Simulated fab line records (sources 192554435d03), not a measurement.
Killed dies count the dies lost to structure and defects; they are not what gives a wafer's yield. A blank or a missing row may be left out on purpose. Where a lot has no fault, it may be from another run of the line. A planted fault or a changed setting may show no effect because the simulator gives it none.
Comparing a struck lot with a sound one + flow n5-finfet + 35 steps out of a route of 1938
Sound: the wafers L385.1, L385.4, L385.5. Struck: wafer L371.1 (left out: L371.3, L371.5 of the same lot, which were not struck); the cause appears at the end.
Per side, at each step with rows, come the tool, then ch with its chambers, and then its first start. Under that, the readings that differ: sound wafers + struck wafers + difference of the means + sigmas: that difference in standard deviations of wafers without a fault.
alike: same words and numbers on both sides, and readings whose means sit less than 2 such deviations apart. not compared: any withheld reading, any reading some wafer has no value for, any bound like >300 that may hide the same value, and any number with overlapping values for which the record gives no deviation.
The two part at a step that has a row with sigmas, a row that says differs or no value, or rows on one side only. Non-overlapping numbers with no deviation appear without sigmas and do not part them. Lack of a reading on every wafer of one side parts them only where that side has two or more wafers.

first, 9 steps without rows for these wafers: N5_BEOL_M12_COAT_66 (time 60 s, resist thk 110 nm); N5_BEOL_M12_COAT_22 (resist thk 300 nm); N5_BEOL_M12_EBR_24; N5_BEOL_M12_SOFTBAKE_23 (time 60 s); N5_BEOL_M12_EXPOSE_25 (exposes mask M12); N5_BEOL_M12_PEB_26 (peb time 90 s); N5_BEOL_M12_DEVELOP_27 (develop time 45 s); N5_BEOL_M12_HARDBAKE_32 (time 120 s); N5_BEOL_M12_DESCUM_33 (chemistry O2, time 7.9 s).
N5_BEOL_M12_ETCH_67: etches SiARC in CF4, target depth 143 nm, time 238.3 s.
  sound on rie-diel-01 ch 0,1, day 15 19:23; struck on rie-diel-01 ch 0, day 12 16:44
  alike: cf4-flow-sccm, drypump-motor-current-A, etch-rf-on-time-s, oes-product-au, rf-vpp-V, showerhead-plenum-p-Torr, throttle-valve-pct
  not compared: rf-hours-counter-h
then, 24 steps without rows for these wafers: N5_BEOL_M12_ETCH_68 (etches SOC in N2/H2, time 285 s); N5_BEOL_M12_STRIP_69 (strips in N2/H2); N5_BEOL_M12_TRENCH_ETCH_34 (etches SiOC in C4F8/O2/Ar, target depth 318.95 nm, time 125.5 s); N5_BEOL_M12_STRIP_70 (strips in C4F8/O2/Ar); N5_BEOL_M12_STRIP_37 (strips in N2/H2); N5_BEOL_M12_ETCH_38 (etches SiCN in CF4/N2, target depth 68.7 nm, time 73.4 s); N5_BEOL_M12_PRECLEAN_39 (cleans in residue remover, time 60 s); N5_BEOL_M12_SRD_40 (time 30 s, dry time 30 s); N5_BEOL_M12_DEGAS_41 (time 60 s); N5_BEOL_M12_PRE_CLEAN_42 (time 30 s); N5_BEOL_M12_SPUTTER_43 (material TaN, target thk 15 nm, time 24.19 s); N5_BEOL_M12_SPUTTER_44 (material Ta, target thk 10 nm, time 16.13 s); N5_BEOL_M12_SPUTTER_45 (material Cu, target thk 80 nm, time 13.33 s); N5_BEOL_M12_ECD_47 (material Cu, target thk 720 nm); N5_BEOL_M12_ANNEAL_48 (time 90 s); N5_BEOL_M12_CMP_49 (polishes, stops on SiOC, t overpolish 20.6 s, target thk 320 nm); N5_BEOL_M12_PRE_CLEAN_52 (time 15 s); N5_BEOL_M12_DEP_53 (deposits SiCN from 3MS/NH3, target thk 30 nm, time 10.5 s); N5_BEOL_M13_ILD_DEP_00 (deposits SiOC from DEMS/O2, target thk 837.92 nm, time 166.4 s); N5_BEOL_M13_COAT_58 (time 60 s, resist thk 89 nm); N5_BEOL_M13_COAT_04 (resist thk 400 nm); N5_BEOL_M13_EBR_06; N5_BEOL_M13_SOFTBAKE_05 (time 60 s); N5_BEOL_M13_EXPOSE_07 (exposes mask V12).
N5_PASSIVATION_PROBE_49:
  the record has rows for the struck wafers here (prober-01, day 14 03:11) and none for the sound ones

## WHERE THEY PART
N5_PASSIVATION_PROBE_49 only, going by this record.

WHY: what had been put in by the simulator
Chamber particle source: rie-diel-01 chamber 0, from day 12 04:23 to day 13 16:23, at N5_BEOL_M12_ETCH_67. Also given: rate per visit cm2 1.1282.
